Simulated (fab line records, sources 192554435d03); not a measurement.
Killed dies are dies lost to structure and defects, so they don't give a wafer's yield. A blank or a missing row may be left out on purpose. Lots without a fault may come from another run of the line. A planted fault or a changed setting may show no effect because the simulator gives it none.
Chamber matching | flow n5_finfet | N5_BEOL_M2_DEP_57 on pecvd-01: 3 sister chambers
The step deposits SiCN from 3MS/NH3, target thk 8 nm, time 14 s. 6 wafers are shown with their chamber, then 8 later ones without.

WAFERS WITH THEIR CHAMBER
wafer  | chamber | showerhead_plenum_p_Torr (Torr) | throttle_valve_pct (%)
L078.3 | 2       | 3.659                           | 9.2
L085.1 | 2       | 3.653                           | 8.6
L085.3 | 1       | 3.642                           | 8.2
L088.5 | 0       | 3.677                           | 9.7
L088.6 | 1       | 3.639                           | 8.5
L093.3 | 0       | 3.661                           | 9.4

WAFERS WITHOUT THEIR CHAMBER
wafer  | showerhead_plenum_p_Torr (Torr) | throttle_valve_pct (%)
L093.5 | 3.644                           | 8.8
L093.6 | 3.664                           | 9.5
L096.1 | 3.635                           | 8.6
L096.2 | 3.662                           | 9.3
L096.4 | 3.666                           | 9.4
L097.3 | 3.667                           | 9.7
L097.5 | 3.655                           | 9.6
L097.6 | 3.639                           | 8.6

WHICH CHAMBER EACH WENT THROUGH
wafer  | from the rows above     | in truth
L093.5 | can't be placed: 1 or 2 | 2
L093.6 | can't be placed: 0 or 2 | 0
L096.1 | can't be placed: 1 or 2 | 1
L096.2 | can't be placed: 0 or 2 | 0
L096.4 | can't be placed: 0 or 2 | 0
L097.3 | 0                       | 0
L097.5 | can't be placed: 0 or 2 | 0
L097.6 | can't be placed: 1 or 2 | 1
Placed correctly: 1 of 8. Can't be placed from these rows: 7 (the true chamber is among the candidates in 7). Placed wrongly: 0.
How it was worked out, from the rows above alone: a wafer's distance from a chamber is the root of the sum, over the readings, of the square of ((its reading less the chamber's mean) divided by the reading's scatter). The wafer belongs to the nearest chamber; if the next one is less than 2 further off, it can't be placed. A chamber's mean is the mean of its shown wafers. The scatter: the root of (the sum of the squares of (reading less its chamber's mean) over the shown wafers, divided by (wafers less chambers)).
